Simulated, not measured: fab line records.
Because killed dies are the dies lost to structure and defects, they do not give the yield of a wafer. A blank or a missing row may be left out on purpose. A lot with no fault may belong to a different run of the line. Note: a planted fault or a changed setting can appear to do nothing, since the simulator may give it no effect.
Chamber matching || flow n5_finfet || N5_STI_FIN_REVEAL_STRIP_24 on rie_diel-04 has 4 sister chambers
The step strips in N2/H2, time 90 s. 4 wafers are shown with their chamber, then 10 later ones without.

EACH WAFER AND ITS CHAMBER
{"wafer": "L080.5", "chamber": 0, "showerhead_plenum_p_Torr (Torr)": 3.32}
{"wafer": "L081.4", "chamber": 3, "showerhead_plenum_p_Torr (Torr)": 3.49}
{"wafer": "L084.3", "chamber": 2, "showerhead_plenum_p_Torr (Torr)": 3.33}
{"wafer": "L084.4", "chamber": 1, "showerhead_plenum_p_Torr (Torr)": 3.46}

WAFERS WITHOUT THEIR CHAMBER
{"wafer": "L084.6", "showerhead_plenum_p_Torr (Torr)": 3.33}
{"wafer": "L085.3", "showerhead_plenum_p_Torr (Torr)": 3.31}
{"wafer": "L085.5", "showerhead_plenum_p_Torr (Torr)": 3.33}
{"wafer": "L085.6", "showerhead_plenum_p_Torr (Torr)": 3.46}
{"wafer": "L090.1", "showerhead_plenum_p_Torr (Torr)": 3.33}
{"wafer": "L090.3", "showerhead_plenum_p_Torr (Torr)": 3.31}
{"wafer": "L090.5", "showerhead_plenum_p_Torr (Torr)": 3.46}
{"wafer": "L092.1", "showerhead_plenum_p_Torr (Torr)": 3.45}
{"wafer": "L092.2", "showerhead_plenum_p_Torr (Torr)": 3.32}
{"wafer": "L092.3", "showerhead_plenum_p_Torr (Torr)": 3.48}

CHAMBER TAKEN BY EACH
{"wafer": "L084.6", "from the rows above": "can't be placed: 2 or 0", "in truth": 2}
{"wafer": "L085.3", "from the rows above": "can't be placed: 0 or 2", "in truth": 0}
{"wafer": "L085.5", "from the rows above": "can't be placed: 2 or 0", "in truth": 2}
{"wafer": "L085.6", "from the rows above": 1, "in truth": 1}
{"wafer": "L090.1", "from the rows above": "can't be placed: 2 or 0", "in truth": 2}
{"wafer": "L090.3", "from the rows above": "can't be placed: 0 or 2", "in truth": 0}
{"wafer": "L090.5", "from the rows above": 1, "in truth": 1}
{"wafer": "L092.1", "from the rows above": 1, "in truth": 1}
{"wafer": "L092.2", "from the rows above": "can't be placed: 0 or 2", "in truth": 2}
{"wafer": "L092.3", "from the rows above": "can't be placed: 3 or 1", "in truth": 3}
Placed correctly: 3 of 10. Not placeable from these rows: 7 (in 7, the candidates include the true chamber). Wrongly placed: 0.
How it was worked out, from the rows above alone: a wafer's distance from a chamber is the root of the sum, over the readings, of the square of ((its reading less the chamber's mean) divided by the reading's scatter). If the next closest chamber is less than 2 further off than the closest, the wafer can't be placed; otherwise it belongs to the closest. Each chamber's mean is taken over the wafers shown for it. The scatter: with one shown wafer a chamber, the root of the mean of the squares of how far each hidden wafer lies from its nearest shown one.
